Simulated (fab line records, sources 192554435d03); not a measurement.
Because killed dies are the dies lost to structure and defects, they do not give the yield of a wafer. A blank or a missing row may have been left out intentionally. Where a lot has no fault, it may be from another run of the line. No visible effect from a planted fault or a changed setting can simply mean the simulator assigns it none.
Matching of chambers ; flow n5-finfet ; 3 sister chambers for N5_BEOL_M10_DEP_56 on pecvd-04
The step deposits SiCN from 3MS/NH3, target thk 15 nm, time 26.5 s. 3 wafers are shown with their chamber, then 10 later ones without.

EACH WAFER AND ITS CHAMBER
wafer;chamber;showerhead-plenum-p-Torr (Torr)
L084.6;0;3.663
L089.2;2;3.642
L089.4;1;3.650

WAFERS WITHOUT THEIR CHAMBER
wafer;showerhead-plenum-p-Torr (Torr)
L089.6;3.659
L092.1;3.640
L092.2;3.652
L092.4;3.650
L093.1;3.639
L093.3;3.650
L093.4;3.638
L094.1;3.644
L094.3;3.658
L094.6;3.646

EACH ONE'S CHAMBER
wafer;from the rows above;in truth
L089.6;can't be placed: 0 or 1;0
L092.1;2;2
L092.2;1;1
L092.4;1;1
L093.1;2;2
L093.3;1;1
L093.4;2;2
L094.1;can't be placed: 2 or 1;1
L094.3;can't be placed: 0 or 1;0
L094.6;can't be placed: 1 or 2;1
Correct placement for 6 of the 10. Cannot be placed on the basis of these rows: 4; the candidates contain the true chamber in 4. Placed wrongly: 0.
How it was worked out, from the rows above alone: a wafer's distance from a chamber is the root of the sum, over the readings, of the square of ((its reading less the chamber's mean) divided by the reading's scatter). If the next closest chamber is less than 2 further off than the closest, the wafer can't be placed; otherwise it belongs to the closest. For every chamber, the mean is computed from those of its wafers that are shown. The scatter (one wafer shown for each chamber): square how far every hidden wafer sits from the nearest shown wafer, average those squares and take the square root.
